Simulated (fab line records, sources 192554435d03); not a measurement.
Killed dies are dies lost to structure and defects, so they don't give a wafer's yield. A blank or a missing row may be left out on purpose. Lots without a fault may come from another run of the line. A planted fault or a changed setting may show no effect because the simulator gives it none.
Chamber matching | flow n5_finfet | N5_BEOL_M12_ETCH_67 on rie_diel-01: 4 sister chambers
The step etches SiARC in CF4, target depth 143 nm, time 238.3 s. 4 wafers are shown with their chamber, then 10 later ones without.

WAFERS WITH THEIR CHAMBER
wafer  | chamber | showerhead_plenum_p_Torr (Torr)
L080.3 | 1       | 2.23
L080.6 | 3       | 2.04
L093.3 | 0       | 2.18
L093.4 | 2       | 2.09

WAFERS WITHOUT THEIR CHAMBER
wafer  | showerhead_plenum_p_Torr (Torr)
L093.6 | 2.09
L090.1 | 2.04
L090.3 | 2.09
L090.5 | 2.04
L096.2 | 2.04
L096.3 | 2.09
L096.4 | 2.22
L097.1 | 2.17
L097.4 | 2.22
L097.6 | 2.18

WHICH CHAMBER EACH WENT THROUGH
wafer  | from the rows above | in truth
L093.6 | 2                   | 2
L090.1 | 3                   | 3
L090.3 | 2                   | 2
L090.5 | 3                   | 3
L096.2 | 3                   | 3
L096.3 | 2                   | 2
L096.4 | 1                   | 1
L097.1 | 0                   | 0
L097.4 | 1                   | 1
L097.6 | 0                   | 0
Placed correctly: 10 of 10. Can't be placed from these rows: 0. Placed wrongly: 0.
How it was worked out, from the rows above alone: a wafer's distance from a chamber is the root of the sum, over the readings, of the square of ((its reading less the chamber's mean) divided by the reading's scatter). The wafer belongs to the nearest chamber; if the next one is less than 2 further off, it can't be placed. A chamber's mean is the mean of its shown wafers. The scatter: with one shown wafer a chamber, the root of the mean of the squares of how far each hidden wafer lies from its nearest shown one.
